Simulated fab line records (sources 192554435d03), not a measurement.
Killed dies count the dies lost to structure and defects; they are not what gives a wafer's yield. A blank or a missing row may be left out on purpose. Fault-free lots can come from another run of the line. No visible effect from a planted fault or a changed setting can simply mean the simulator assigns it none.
Split-lot experiment / flow n5Finfet / route with 1938 steps; 7 lots, 21 wafers read

THE SPLIT ITSELF
At N5_BEOL_M3_PECVD_72 (deposits SiO2 from TEOS/O2, target thk 16 nm, time 18 s), the setting tempC was moved away from the recipe's 400 C on 8 of the 21 wafers read, by -3.8% to +2.5%. The other wafers ran this setting at the recipe's value.

FROM THE SPLIT TO THE READING: what the file shows between them, 13 steps
- N5_BEOL_M3_EXPOSE_08: exposes mask M3 (also split here: doseMj)
- N5_BEOL_M3_PEB_09: peb time 60 s
- N5_BEOL_M3_DEVELOP_10: develop time 30 s
- N5_BEOL_M3_CD_MEAS_11: target cd 17.05 nm
- N5_BEOL_M3_DESCUM_16: chemistry O2, time 7 s
- N5_BEOL_M3_ETCH_74: etches underlayer in N2/H2, target depth 6.5 nm, time 5.2 s
- N5_BEOL_M3_ETCH_63: etches SiARC in CF4, target depth 15.6 nm, time 26 s
- N5_BEOL_M3_ETCH_64: etches SOC in N2/H2, target depth 75 nm, overetch 15 nm, time 112.5 s
- N5_BEOL_M3_ALD_98: deposits SiO2, target thk 2.5 nm, pulse time 1 s, co reactant pulse time 1 s (also split here: aldCycles)
- N5_BEOL_M3_ETCH_70: etches SOC in N2/H2, target depth 80 nm, overetch 16 nm, time 120 s (also split here: biasW)
- N5_BEOL_M3_STRIP_71: strips in N2/H2
- N5_BEOL_M3_STRIP_78: strips in N2/H2
- N5_BEOL_M3_STRIP_97: strips in N2/H2, time 10 s

THE READING
SiO2_of_BEOL_M3_PECVD_72.thkNm (the simulator's own value, which no gauge read), in nm, at N5_BEOL_M3_HM_STRIP_39 (strips TiN in peroxide tin strip, target depth 25 nm, time 158 s). No usual value for it is given in the file. Here, 13 wafers ran the recipe; their average is 15.8 nm with a standard deviation of 0.29 nm.

wafer=L074.3; tool, chamber at the split=pecvd-02, 1; tempC as run, C=389.2; against the recipe=-2.7%; SiO2_of_BEOL_M3_PECVD_72.thkNm, nm=17; against lot-mates on the recipe=+0.8
wafer=L074.4; tool, chamber at the split=pecvd-02, 0; tempC as run, C=389.2; against the recipe=-2.7%; SiO2_of_BEOL_M3_PECVD_72.thkNm, nm=17.4; against lot-mates on the recipe=+1.2
wafer=L074.6; tool, chamber at the split=pecvd-02, 1; tempC as run, C=400; against the recipe=recipe; SiO2_of_BEOL_M3_PECVD_72.thkNm, nm=16.2; against lot-mates on the recipe=-
wafer=L075.3; tool, chamber at the split=pecvd-02, 0; tempC as run, C=384.9; against the recipe=-3.8%; SiO2_of_BEOL_M3_PECVD_72.thkNm, nm=17.4; against lot-mates on the recipe=+1.0
wafer=L075.4; tool, chamber at the split=pecvd-02, 2; tempC as run, C=384.9; against the recipe=-3.8%; SiO2_of_BEOL_M3_PECVD_72.thkNm, nm=17.4; against lot-mates on the recipe=+1.0
wafer=L075.6; tool, chamber at the split=pecvd-02, 1; tempC as run, C=400; against the recipe=recipe; SiO2_of_BEOL_M3_PECVD_72.thkNm, nm=16.4; against lot-mates on the recipe=-
wafer=L082.2; tool, chamber at the split=pecvd-04, 2; tempC as run, C=400; against the recipe=recipe; SiO2_of_BEOL_M3_PECVD_72.thkNm, nm=15.6; against lot-mates on the recipe=-
wafer=L082.3; tool, chamber at the split=pecvd-04, 1; tempC as run, C=400; against the recipe=recipe; SiO2_of_BEOL_M3_PECVD_72.thkNm, nm=15.6; against lot-mates on the recipe=-
wafer=L082.5; tool, chamber at the split=pecvd-04, 1; tempC as run, C=400; against the recipe=recipe; SiO2_of_BEOL_M3_PECVD_72.thkNm, nm=15.8; against lot-mates on the recipe=-
wafer=L083.1; tool, chamber at the split=pecvd-04, 2; tempC as run, C=400; against the recipe=recipe; SiO2_of_BEOL_M3_PECVD_72.thkNm, nm=15.6; against lot-mates on the recipe=-
wafer=L083.5; tool, chamber at the split=pecvd-04, 2,1; tempC as run, C=400; against the recipe=recipe; SiO2_of_BEOL_M3_PECVD_72.thkNm, nm=15.6; against lot-mates on the recipe=-
wafer=L083.6; tool, chamber at the split=pecvd-04, 2,1; tempC as run, C=400; against the recipe=recipe; SiO2_of_BEOL_M3_PECVD_72.thkNm, nm=15.8; against lot-mates on the recipe=-
wafer=L087.3; tool, chamber at the split=pecvd-01, 0; tempC as run, C=386.4; against the recipe=-3.4%; SiO2_of_BEOL_M3_PECVD_72.thkNm, nm=17; against lot-mates on the recipe=+1.4
wafer=L087.6; tool, chamber at the split=pecvd-01, 0; tempC as run, C=386.4; against the recipe=-3.4%; SiO2_of_BEOL_M3_PECVD_72.thkNm, nm=17; against lot-mates on the recipe=+1.4
wafer=L087.4; tool, chamber at the split=pecvd-01, 2; tempC as run, C=400; against the recipe=recipe; SiO2_of_BEOL_M3_PECVD_72.thkNm, nm=15.6; against lot-mates on the recipe=-
wafer=L091.2; tool, chamber at the split=pecvd-04, 0; tempC as run, C=400; against the recipe=recipe; SiO2_of_BEOL_M3_PECVD_72.thkNm, nm=15.4; against lot-mates on the recipe=-
wafer=L091.4; tool, chamber at the split=pecvd-04, 1; tempC as run, C=400; against the recipe=recipe; SiO2_of_BEOL_M3_PECVD_72.thkNm, nm=15.6; against lot-mates on the recipe=-
wafer=L091.6; tool, chamber at the split=pecvd-04, 0; tempC as run, C=409.9; against the recipe=+2.5%; SiO2_of_BEOL_M3_PECVD_72.thkNm, nm=14.8; against lot-mates on the recipe=-0.7
wafer=L092.4; tool, chamber at the split=pecvd-02, 0; tempC as run, C=400; against the recipe=recipe; SiO2_of_BEOL_M3_PECVD_72.thkNm, nm=16.2; against lot-mates on the recipe=-
wafer=L092.5; tool, chamber at the split=pecvd-02, 1; tempC as run, C=400; against the recipe=recipe; SiO2_of_BEOL_M3_PECVD_72.thkNm, nm=15.8; against lot-mates on the recipe=-
wafer=L092.6; tool, chamber at the split=pecvd-02, 2; tempC as run, C=406.6; against the recipe=+1.6%; SiO2_of_BEOL_M3_PECVD_72.thkNm, nm=15.4; against lot-mates on the recipe=-0.6
If several chambers appear in one row, that row covers several wafers at once and the file leaves open which wafer was in which chamber.

FIT RESULTS
A straight line over all 21 wafers: SiO2_of_BEOL_M3_PECVD_72.thkNm changes by -0.408 nm for each +1% of tempC; r = -0.94; the points scatter about the line by 0.28 nm.
The same after taking each lot's own level away (the mean of its wafers on the recipe; 21 wafers): -0.333 nm for each +1%; r = -0.96; scatter 0.17 nm.
The reading moves by 1.3 nm for the largest change in tempC, on that fit.
The span of the lots' own levels, 15.50 to 16.40 nm, comes to 3.1 times the standard deviation stated above.
So the lot-to-lot level changes the slope: the two fits differ.
Check: with one of the wafers moved furthest among these (-3.8%) left out of the fit, the line predicts +1.33 nm for it against its lot-mates. Against them it came out at +1 nm.

THE OTHER SPLITS THESE WAFERS WENT THROUGH
Other splits were also applied to these wafers ahead of the reading. Each is held against what the fit with the lots' levels taken away leaves over:
other split on the same wafers=N5_BEOL_M2_DESCUM_33 timeS; wafers away from the commonest value=7; r with SiO2_of_BEOL_M3_PECVD_72.thkNm (lot level and that fit taken away)=+0.43
other split on the same wafers=N5_BEOL_M2_TRENCH_ETCH_37 sourceW; wafers away from the commonest value=8; r with SiO2_of_BEOL_M3_PECVD_72.thkNm (lot level and that fit taken away)=+0.20
other split on the same wafers=N5_BEOL_M3_EXPOSE_08 doseMj; wafers away from the commonest value=3; r with SiO2_of_BEOL_M3_PECVD_72.thkNm (lot level and that fit taken away)=-0.01
other split on the same wafers=N5_BEOL_M3_ALD_98 aldCycles; wafers away from the commonest value=6; r with SiO2_of_BEOL_M3_PECVD_72.thkNm (lot level and that fit taken away)=-0.18
other split on the same wafers=N5_BEOL_M3_ETCH_70 biasW; wafers away from the commonest value=8; r with SiO2_of_BEOL_M3_PECVD_72.thkNm (lot level and that fit taken away)=-0.38

THE WHOLE CHAIN: every reading that the file lists as answering this split, in the file's order
step=N5_BEOL_M3_PECVD_72; what it does=deposits SiO2 from TEOS/O2, target thk 16 nm, time 18 s; reading=SiO2_of_BEOL_M3_PECVD_72.thkNm (the simulator's own value, which no gauge read); change (the file's fit)=-0.339 nm for each +1% of the setting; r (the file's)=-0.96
step=N5_BEOL_M3_HM_STRIP_39; what it does=strips TiN in peroxide tin strip, target depth 25 nm, time 158 s; reading=SiO2_of_BEOL_M3_PECVD_72.thkNm (the simulator's own value, which no gauge read); change (the file's fit)=-0.333 nm for each +1% of the setting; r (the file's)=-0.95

THE FILE'S OWN FIT
SiO2_of_BEOL_M3_PECVD_72.thkNm changes by -0.333 nm for each +1% of tempC, r = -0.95.
